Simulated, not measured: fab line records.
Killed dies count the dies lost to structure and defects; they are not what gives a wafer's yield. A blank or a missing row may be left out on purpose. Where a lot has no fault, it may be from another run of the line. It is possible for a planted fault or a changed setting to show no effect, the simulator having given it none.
fab line records + flow n5-finfet
record
- lots=7
- wafers=18
- last-day=18
route steps=1938 shown BEOL_M5@1162
lots untouched by any fault: they come from a run of this same line in which no faults occurred
start-h: start of the lot's first displayed wafer, in hours after the record's first day + wait-h: hours since the lot's step before + " unchanged from the row above + L1.1+2: several wafers, shown together as one row + - no value present, or no start provided + * or withheld: withheld + < > ~ a bound
route shown NAME@n: a module of which the file shows steps, and the number in the route of the first + usual: average and standard deviation across the fault-free wafers + same: alike in all rows + chamber/n: place in a boat + sites: each site's reading + _std_site: how widely they spread, as a standard deviation + _edge_site: mean of outer sites minus mean of inner sites + radius-mm: for every site, how far away it sits from the centre of the wafer + mask NAME#n: copy n + behind: tool/chamber where the wafer was last shaped + hold: why the lot went on hold/how many hours it stayed there/how the hold came to an end + device: the transistor (n, p or np) that didn't switch + end of line: the tests these same wafers got at the end of their route + a step without rows: its recipe alone + killed: dies that structure and defects cost at the first sort, which is not the same as the wafer's yield + map: a wafer's dies, x killed, . not, _ none there
set.NAME: the setting the step ran with; set.NAME@STEP: the setting that earlier step ran with + model.NAME: the simulator's own value behind a step, which no gauge read
lots seen at some steps along the route; tables by step, rows by wafer
services: from which hour (start-h, from the record's first day; less than 0 if before it) a tool's chamber was out of use, for how many hours, and why
## steps
# step N5_BEOL_M5_STRIP_91
# recipe
- chemistry=N2/H2
- time-s=10
- power-w=450
- temp-c=40
- pressure-mtorr=20
- rf-frequency-hz=6e+07
- bias-power-w=7
- n2-flow-sccm=200
- h2-flow-sccm=200
# usual
- drypump-motor-current-A=5.7/0.49
- oes-product-au=0.77/0.087
- rf-vpp-V=59.2/0.82
- showerhead-plenum-p-Torr=2.53/0.088
- throttle-valve-pct=23.7/0.33
| lot.wafer | tool        | chamber | start-h | wait-h | drypump-motor-current-A | oes-product-au | rf-hours-counter-h | rf-vpp-V | showerhead-plenum-p-Torr | throttle-valve-pct |
|-----------|-------------|---------|---------|--------|-------------------------|----------------|--------------------|----------|--------------------------|--------------------|
| L225.1    | rie-diel-02 | 2       | -       | -      | 5.6                     | 0.73           | 215                | 58.2     | 2.40                     | 23.6               |
| L225.2    | "           | 0       | "       | "      | 5.2                     | 0.86           | 32                 | 59.6     | 2.48                     | 23.7               |
| L225.4    | "           | 1       | "       | "      | 6.2                     | 0.74           | 187                | 58.3     | 2.53                     | 23.7               |
| L230.5    | rie-diel-01 | 3       | -       | -      | 6.6                     | 0.74           | -                  | 59.4     | 2.64                     | 24.0               |
| L230.6    | "           | 2       | "       | "      | 5.7                     | 0.71           | -                  | 58.8     | 2.48                     | 23.9               |
| L231.4    | rie-diel-03 | 3       | -       | -      | 5.1                     | 0.74           | 207                | 59.9     | 2.53                     | 23.8               |
| L231.5    | "           | 1       | "       | "      | 5.8                     | 0.75           | -                  | 59.0     | 2.43                     | 24.1               |
| L233.4    | rie-diel-02 | 1       | -       | -      | 6.3                     | 0.73           | 200                | 58.5     | 2.52                     | 23.7               |
| L233.5    | "           | 0       | "       | "      | 5.2                     | 0.84           | -                  | 58.4     | 2.48                     | 23.7               |
| L238.2    | rie-diel-02 | 2       | -       | -      | 5.6                     | 0.71           | 235                | 59.8     | 2.40                     | 23.6               |
| L238.3    | "           | 0       | "       | "      | 5.2                     | 0.84           | 50                 | 58.9     | 2.47                     | 23.7               |
| L238.6    | "           | 3       | "       | "      | 5.5                     | 0.86           | -                  | 60.4     | 2.65                     | 23.3               |
| L241.1    | rie-diel-02 | 3       | -       | -      | 5.5                     | 0.85           | 72                 | 58.9     | 2.64                     | 23.3               |
| L241.2    | "           | 2       | "       | "      | 5.6                     | 0.71           | 244                | 58.7     | 2.39                     | 23.6               |
| L241.5    | "           | 1       | "       | "      | 6.2                     | 0.72           | -                  | 60.2     | 2.52                     | 23.7               |
| L248.2    | rie-diel-01 | 1       | -       | -      | 6.6                     | 0.93           | 11                 | 58.7     | 2.70                     | 23.2               |
| L248.3    | "           | 2       | "       | "      | 5.7                     | 0.93           | 19                 | 58.8     | 2.46                     | 23.5               |
| L248.4    | "           | 0       | "       | "      | 5.5                     | 0.81           | 79                 | 58.6     | 2.56                     | 23.2               |
# step N5_BEOL_M5_OCD_MEAS_38
# usual
- trench-depth-nm=71.7/1.1
| lot.wafer | tool   | chamber | start-h | wait-h | trench-depth-nm |
|-----------|--------|---------|---------|--------|-----------------|
| L225.1    | ocd-02 | -       | 165.23  | -      | 72.6            |
| L225.2    | "      | -       | "       | "      | 69.9            |
| L225.4    | "      | -       | "       | "      | 73.2            |
| L230.5    | ocd-02 | -       | 196.65  | -      | 72.1            |
| L230.6    | "      | -       | "       | "      | 73.7            |
| L231.4    | ocd-01 | -       | 206.61  | -      | 71.9            |
| L231.5    | "      | -       | "       | "      | 72.6            |
| L233.4    | ocd-02 | -       | 222.13  | -      | 71.6            |
| L233.5    | "      | -       | "       | "      | 69.5            |
| L238.2    | ocd-01 | -       | 243.68  | -      | 71.2            |
| L238.3    | "      | -       | "       | "      | 69.6            |
| L238.6    | "      | -       | "       | "      | 70.9            |
| L241.1    | ocd-02 | -       | 277.83  | -      | 70.8            |
| L241.2    | "      | -       | "       | "      | 71.7            |
| L241.5    | "      | -       | "       | "      | 72.1            |
| L248.2    | ocd-02 | -       | 333.32  | -      | 72.7            |
| L248.3    | "      | -       | "       | "      | 72.5            |
| L248.4    | "      | -       | "       | "      | 70.6            |
# step N5_BEOL_M5_HM_STRIP_39
# recipe
- chemistry=peroxide-tin-strip
- material=TiN
- target-depth-a=250
- temp-c=50
- time-s=158
# step N5_BEOL_M5_SRD_40
# recipe
- time-s=30
- temp-c=23
- rinse-liquid=diw
- dry=ipa-marangoni
# step N5_BEOL_M5_PRECLEAN_42
# recipe
- chemistry=residue-remover
- time-s=60
- temp-c=40
# step N5_BEOL_M5_SRD_43
# recipe
- time-s=30
- temp-c=23
- rinse-liquid=diw
- dry=ipa-marangoni
# step N5_BEOL_M5_CD_MEAS_35
# recipe
- target-cd-nm=28
- target-cd-y-nm=24
- polarity=opening
# usual
- cd-nm=28.1/0.46
| lot.wafer | tool      | chamber | start-h | wait-h | cd-nm |
|-----------|-----------|---------|---------|--------|-------|
| L225.1    | cd-sem-01 | -       | 165.39  | 0.0    | 28.6  |
| L225.2    | "         | -       | "       | "      | 28.5  |
| L225.4    | "         | -       | "       | "      | 28.3  |
| L230.5    | cd-sem-01 | -       | 196.80  | 0.0    | 28.6  |
| L230.6    | "         | -       | "       | "      | 28.4  |
| L231.4    | cd-sem-01 | -       | 206.76  | 0.0    | 27.9  |
| L231.5    | "         | -       | "       | "      | 28.0  |
| L233.4    | cd-sem-03 | -       | 222.38  | 0.0    | 28.1  |
| L233.5    | "         | -       | "       | "      | 27.9  |
| L238.2    | cd-sem-01 | -       | 243.83  | 0.0    | 28.2  |
| L238.3    | "         | -       | "       | "      | 27.8  |
| L238.6    | "         | -       | "       | "      | 28.7  |
| L241.1    | cd-sem-02 | -       | 277.98  | 0.0    | 28.9  |
| L241.2    | "         | -       | "       | "      | 28.0  |
| L241.5    | "         | -       | "       | "      | 28.4  |
| L248.2    | cd-sem-01 | -       | 333.47  | 0.0    | 27.8  |
| L248.3    | "         | -       | "       | "      | 27.9  |
| L248.4    | "         | -       | "       | "      | 28.8  |
# step N5_BEOL_M5_CURE_80
# recipe
- temp-c=370
- time-s=120
- ambient=DMADMS/He
- material=SiCOH_lowk
# step N5_BEOL_M5_DEGAS_44
# recipe
- ambient=vacuum
- temp-c=250
- time-s=60
# usual
- heater-power-w=330/28
| lot.wafer | tool           | chamber | start-h | wait-h | heater-power-w |
|-----------|----------------|---------|---------|--------|----------------|
| L225.1    | pvd-sputter-01 | -       | 165.90  | 0.4    | 331            |
| L225.2    | "              | -       | "       | "      | 339            |
| L225.4    | "              | -       | "       | "      | 337            |
| L230.5    | pvd-sputter-02 | -       | 198.86  | 1.8    | 318            |
| L230.6    | "              | -       | "       | "      | 382            |
| L231.4    | pvd-sputter-02 | -       | 208.31  | 1.3    | 331            |
| L231.5    | "              | -       | "       | "      | 351            |
| L233.4    | pvd-sputter-02 | -       | 222.78  | 0.2    | 355            |
| L233.5    | "              | -       | "       | "      | 346            |
| L238.2    | pvd-sputter-02 | -       | 244.73  | 0.8    | 331            |
| L238.3    | "              | -       | "       | "      | 318            |
| L238.6    | "              | -       | "       | "      | 351            |
| L241.1    | pvd-sputter-03 | -       | 278.40  | 0.3    | 307            |
| L241.2    | "              | -       | "       | "      | 311            |
| L241.5    | "              | -       | "       | "      | 358            |
| L248.2    | pvd-sputter-01 | -       | 333.85  | 0.2    | 268            |
| L248.3    | "              | -       | "       | "      | 295            |
| L248.4    | "              | -       | "       | "      | 325            |
# step N5_BEOL_M5_PRE_CLEAN_45
# recipe
- gas=H2/He
- time-s=30
- temp-c=250
# usual
- heater-power-w=330/28
| lot.wafer | tool           | chamber | start-h | wait-h | heater-power-w |
|-----------|----------------|---------|---------|--------|----------------|
| L225.1    | pvd-sputter-01 | -       | 165.94  | 0.0    | 325            |
| L225.2    | "              | -       | "       | "      | 334            |
| L225.4    | "              | -       | "       | "      | 347            |
| L230.5    | pvd-sputter-02 | -       | 198.90  | 0.0    | 324            |
| L230.6    | "              | -       | "       | "      | 379            |
| L231.4    | pvd-sputter-02 | -       | 208.35  | 0.0    | 328            |
| L231.5    | "              | -       | "       | "      | 350            |
| L233.4    | pvd-sputter-02 | -       | 222.82  | 0.0    | 352            |
| L233.5    | "              | -       | "       | "      | 345            |
| L238.2    | pvd-sputter-02 | -       | 244.77  | 0.0    | 336            |
| L238.3    | "              | -       | "       | "      | 318            |
| L238.6    | "              | -       | "       | "      | 350            |
| L241.1    | pvd-sputter-03 | -       | 278.44  | 0.0    | 309            |
| L241.2    | "              | -       | "       | "      | 307            |
| L241.5    | "              | -       | "       | "      | 350            |
| L248.2    | pvd-sputter-01 | -       | 333.89  | 0.0    | 275            |
| L248.3    | "              | -       | "       | "      | 297            |
| L248.4    | "              | -       | "       | "      | 323            |
# step N5_BEOL_M5_ALD_86
# recipe
- material=TaN
- target-thk-a=*
- temp-c=275
- ald-precursor-family=PDMAT
- ald-co-reactant=NH3
- pressure-torr=3
- carrier-flow-sccm=1500
- pulse-time-s=2
- purge-time-s=3
- co-reactant-purge-time-s=2
- co-reactant-pulse-time-s=3
- ald-cycles=30
- precursor-vessel-temp-c=75
- precursor-vessel-pressure-torr=26.25
- precursor-vessel-carrier-sccm=1000
# usual
- heater-power-w=425/55
- precursor-vessel-pressure-torr=26.25/0.044
| lot.wafer | tool         | chamber | start-h | wait-h | heater-power-w | precursor-vessel-pressure-torr |
|-----------|--------------|---------|---------|--------|----------------|--------------------------------|
| L225.1    | ald-metal-02 | 1       | 166.03  | 0.1    | 465            | 26.27                          |
| L225.2    | "            | 0       | "       | "      | 465            | 26.21                          |
| L225.4    | "            | 3       | "       | "      | 355            | 26.24                          |
| L230.5    | ald-metal-02 | 3       | 199.05  | 0.1    | 368            | 26.31                          |
| L230.6    | "            | 2       | "       | "      | 363            | 26.27                          |
| L231.4    | ald-metal-01 | 0       | 208.41  | 0.0    | 407            | 26.21                          |
| L231.5    | "            | 2       | "       | "      | 514            | 26.21                          |
| L233.4    | ald-metal-02 | 2       | 222.90  | 0.1    | 362            | 26.27                          |
| L233.5    | "            | 0       | "       | "      | 455            | 26.25                          |
| L238.2    | ald-metal-02 | 1       | 244.85  | 0.1    | 454            | 26.29                          |
| L238.3    | "            | 3       | "       | "      | 360            | 26.23                          |
| L238.6    | "            | 2       | "       | "      | 366            | 26.26                          |
| L241.1    | ald-metal-03 | 0       | 278.50  | 0.0    | 349            | 26.20                          |
| L241.2    | "            | 2       | "       | "      | 423            | 26.29                          |
| L241.5    | "            | 1       | "       | "      | 492            | 26.30                          |
| L248.2    | ald-metal-02 | 0       | 333.95  | 0.0    | 465            | 26.34                          |
| L248.3    | "            | 3       | "       | "      | 355            | 26.34                          |
| L248.4    | "            | 2       | "       | "      | 362            | 26.19                          |
# step N5_BEOL_M5_SURFACE_TREAT_87
# recipe
- gas=Ar
- time-s=*
- ion-energy-ev=*
- ion-current-ma-cm2=0.5
- pressure-mtorr=*
- ar-flow-sccm=30
# step N5_BEOL_M5_CVD_47
# recipe
- material=Co
- target-thk-a=30
- temp-c=withheld
- precursor=CCTBA/H2
- pressure-torr=30
- time-s=216
# usual
- run-length-s=238.6/0.46
| lot.wafer | tool      | chamber | start-h | wait-h | run-length-s |
|-----------|-----------|---------|---------|--------|--------------|
| L225.1    | cvd-co-01 | 2       | 166.63  | 0.3    | 238.6        |
| L225.2    | "         | 0       | "       | "      | 238.5        |
| L225.4    | "         | 1       | "       | "      | 238.8        |
| L230.5    | cvd-co-02 | 2       | 199.39  | 0.2    | 357.3        |
| L230.6    | "         | 0       | "       | "      | 357.6        |
| L231.4    | cvd-co-02 | 0       | 208.79  | 0.1    | 237.9        |
| L231.5    | "         | 1       | "       | "      | 358.4        |
| L233.4    | cvd-co-02 | 0       | 223.28  | 0.1    | 238.4        |
| L233.5    | "         | 1       | "       | "      | 358.3        |
| L238.2    | cvd-co-01 | 2       | 245.19  | 0.0    | 239.0        |
| L238.3    | "         | 1       | "       | "      | 238.8        |
| L238.6    | "         | 2       | "       | "      | 238.4        |
| L241.1    | cvd-co-01 | 1       | 278.84  | 0.1    | 239.1        |
| L241.2    | "         | 2       | "       | "      | 239.0        |
| L241.5    | "         | 2       | "       | "      | 238.7        |
| L248.2    | cvd-co-02 | 0       | 334.33  | 0.1    | 238.1        |
| L248.3    | "         | 0       | "       | "      | 238.1        |
| L248.4    | "         | 2       | "       | "      | 238.1        |
# step N5_BEOL_M5_SPUTTER_48
# recipe
- material=Cu
- target-thk-a=150
- temp-c=-20
- chamber-pressure-pa=0.07
- power-w=withheld
- time-s=27.62
# usual
- substrate-temp-c=-19.98/0.1
- throttle-valve-pct=29.8/1.1
| lot.wafer | tool           | chamber | start-h | wait-h | substrate-temp-c | throttle-valve-pct |
|-----------|----------------|---------|---------|--------|------------------|--------------------|
| L225.1    | pvd-sputter-02 | -       | 167.99  | 1.3    | -20.05           | 28.1               |
| L225.2    | "              | -       | "       | "      | -20.11           | 28.3               |
| L225.4    | "              | -       | "       | "      | -19.91           | 31.1               |
| L230.5    | pvd-sputter-03 | -       | 199.52  | 0.1    | -19.91           | 31.2               |
| L230.6    | "              | -       | "       | "      | -20.15           | 29.0               |
| L231.4    | pvd-sputter-03 | -       | 208.91  | 0.0    | -19.95           | 30.1               |
| L231.5    | "              | -       | "       | "      | -19.94           | 30.3               |
| L233.4    | pvd-sputter-02 | -       | 223.38  | 0.0    | -19.86           | 28.2               |
| L233.5    | "              | -       | "       | "      | -19.94           | 31.5               |
| L238.2    | pvd-sputter-02 | -       | 245.42  | 0.2    | -19.91           | 31.0               |
| L238.3    | "              | -       | "       | "      | -20.03           | 28.3               |
| L238.6    | "              | -       | "       | "      | -19.79           | 27.9               |
| L241.1    | pvd-sputter-03 | -       | 279.22  | 0.3    | -20.01           | 29.1               |
| L241.2    | "              | -       | "       | "      | -19.94           | 30.8               |
| L241.5    | "              | -       | "       | "      | -19.81           | 30.8               |
| L248.2    | pvd-sputter-03 | -       | 334.56  | 0.2    | -19.90           | 31.2               |
| L248.3    | "              | -       | "       | "      | -19.82           | 28.8               |
| L248.4    | "              | -       | "       | "      | -19.95           | 29.9               |
## services
| tool           | chamber | start-h | hours | kind                          |
|----------------|---------|---------|-------|-------------------------------|
| ald-metal-01   | -       | 161.44  | 8.7   | pm                            |
| ald-metal-03   | -       | 195.59  | 0.6   | repair                        |
| ald-metal-03   | -       | 203.08  | 0.5   | repair                        |
| rie-diel-02    | -       | 204.96  | 14.6  | pm                            |
| rie-diel-01    | 3       | 218.89  | 5.0   | repair                        |
| rie-diel-02    | 0       | 225.17  | 5.2   | repair                        |
| rie-diel-01    | 2       | 237.75  | 12.4  | repair                        |
| cvd-co-01      | 0       | 244.46  | 12.5  | repair                        |
| cvd-co-02      | -       | 244.92  | 1.4   | repair                        |
| rie-diel-01    | 2       | 250.55  | -     | clean                         |
| rie-diel-01    | 2       | 250.55  | -     | consumable-replace:focus-ring |
| rie-diel-02    | 2       | 301.04  | 12.7  | repair                        |
| pvd-sputter-02 | -       | 311.06  | 2.8   | repair                        |
| cvd-co-02      | 1       | 311.17  | 4.9   | repair                        |
| rie-diel-02    | 2       | 313.75  | -     | clean                         |
| rie-diel-02    | 2       | 313.75  | -     | consumable-replace:focus-ring |
| rie-diel-02    | 2       | 313.75  | -     | consumable-replace:showerhead |
| rie-diel-02    | 2       | 313.75  | 21.5  | scheduled-down                |
| rie-diel-02    | 2       | 313.75  | 21.5  | vent-cycle                    |
| cvd-co-02      | 0       | 316.12  | 3.0   | repair                        |
| rie-diel-01    | 1       | 326.94  | 2.6   | repair                        |
| cvd-co-02      | 1       | 333.33  | -     | clean                         |
| cvd-co-02      | 1       | 333.33  | 22.0  | scheduled-down                |
| cvd-co-02      | 1       | 333.33  | 22.0  | vent-cycle                    |
## key
first-sign
- step=N5_BEOL_M5_CVD_47
- reading=run-length-s
- direction=up
- sigmas=99+
- usual=*
- struck=*
effect none on later readings
met-at N5_BEOL_M5_CVD_47
struck-wafers L230.5,L230.6,L231.5,L233.5
fault
- kind=process-parameter-drift
- tool=cvd-co-02
- chamber=-
- onset-h=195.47
- steps=N5_BEOL_M5_CVD_47
- channel=time-s
- offset=*
- shape=step
- end-h=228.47
- scope=struck-wafers-only
- acts-in=*
- stated=*
